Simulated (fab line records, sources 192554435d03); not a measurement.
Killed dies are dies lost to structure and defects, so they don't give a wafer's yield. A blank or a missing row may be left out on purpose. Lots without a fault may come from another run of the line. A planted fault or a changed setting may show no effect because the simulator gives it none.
Chamber matching | flow n5_finfet | N5_BEOL_M9_STRIP_19 on rie_diel-04: 4 sister chambers
The step strips in O2. 4 wafers are shown with their chamber, then 8 later ones without.

WAFERS WITH THEIR CHAMBER
wafer  | chamber | drypump_motor_current_A (A)
L083.4 | 2       | 6.3
L084.5 | 0       | 5.9
L084.6 | 3       | 6.5
L087.1 | 1       | 5.3

WAFERS WITHOUT THEIR CHAMBER
wafer  | drypump_motor_current_A (A)
L087.3 | 6.4
L087.6 | 5.9
L089.1 | 6.2
L089.4 | 5.9
L089.6 | 5.3
L086.1 | 5.3
L086.4 | 5.9
L086.5 | 6.4

WHICH CHAMBER EACH WENT THROUGH
wafer  | from the rows above     | in truth
L087.3 | can't be placed: 3 or 2 | 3
L087.6 | 0                       | 0
L089.1 | 2                       | 2
L089.4 | 0                       | 0
L089.6 | 1                       | 1
L086.1 | 1                       | 1
L086.4 | 0                       | 0
L086.5 | can't be placed: 3 or 2 | 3
Placed correctly: 6 of 8. Can't be placed from these rows: 2 (the true chamber is among the candidates in 2). Placed wrongly: 0.
How it was worked out, from the rows above alone: a wafer's distance from a chamber is the root of the sum, over the readings, of the square of ((its reading less the chamber's mean) divided by the reading's scatter). The wafer belongs to the nearest chamber; if the next one is less than 2 further off, it can't be placed. A chamber's mean is the mean of its shown wafers. The scatter: with one shown wafer a chamber, the root of the mean of the squares of how far each hidden wafer lies from its nearest shown one.
